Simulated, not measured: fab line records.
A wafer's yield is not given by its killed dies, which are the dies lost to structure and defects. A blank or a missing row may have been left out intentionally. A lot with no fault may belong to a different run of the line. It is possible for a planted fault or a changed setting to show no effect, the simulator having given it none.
Matching of chambers	flow n5-finfet	cvd-co-01 running N5_BEOL_M5_PRE_CLEAN_77: 3 sister chambers
The step time 15 s. 33 wafers are shown with their chamber, then 12 later ones without.

## WAFERS, EACH WITH ITS CHAMBER
wafer	chamber	heater-power-w (W)
L075.2	1	82
L075.3	2	80
L075.5	2	80
L074.2	0	107
L074.3	1	81
L074.6	1	81
L076.1	1	81
L076.4	1	81
L076.5	0	109
L082.4	2	80
L082.5	0	108
L082.6	1	80
L081.1	1	83
L081.2	0	109
L081.3	2	78
L081.4	1	82
L081.5	2	79
L081.6	0	107
L083.2	2	81
L083.3	1	80
L083.5	2	79
L085.2	2	79
L085.3	0	110
L085.6	2	79
L086.2	1	82
L086.3	0	108
L086.4	0	110
L088.2	0	110
L088.5	0	108
L088.6	2	78
L087.1	2	80
L087.2	1	81
L087.3	0	107

SIGNATURES, as means of the wafers listed above
reading	chamber 0	chamber 1	chamber 2	scatter within a chamber
heater-power-w	108.45	81.27	79.36	1.02
Rule: for a wafer and a chamber, the distance is found by dividing, reading by reading, the gap between the wafer's reading and the chamber's mean by the reading's scatter, squaring, summing and taking the root. The wafer belongs to the nearest chamber; if the next one is less than 2 further off, it can't be placed. The scatter: take each reading less its chamber's mean, square it, sum over the shown wafers, divide by the number of wafers less the number of chambers, and take the root.

## WAFERS WHOSE CHAMBER IS MISSING
wafer	heater-power-w (W)
L087.4	112
L087.5	80
L087.6	83
L092.4	77
L092.5	83
L092.6	108
L090.2	110
L090.3	84
L090.4	82
L096.3	107
L096.5	110
L096.6	64

## CHAMBER TAKEN BY EACH
wafer	from the rows above	in truth
L087.4	0	0
L087.5	can't be placed: 2 or 1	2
L087.6	can't be placed: 1 or 2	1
L092.4	can't be placed: 2 or 1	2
L092.5	can't be placed: 1 or 2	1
L092.6	0	0
L090.2	0	0
L090.3	can't be placed: 1 or 2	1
L090.4	can't be placed: 1 or 2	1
L096.3	0	0
L096.5	0	0
L096.6	can't be placed: 2 or 1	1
Correctly placed: 5 of 12. Unplaceable from these rows: 7, with the true chamber sitting among the candidates in 7. 0 placed wrongly.
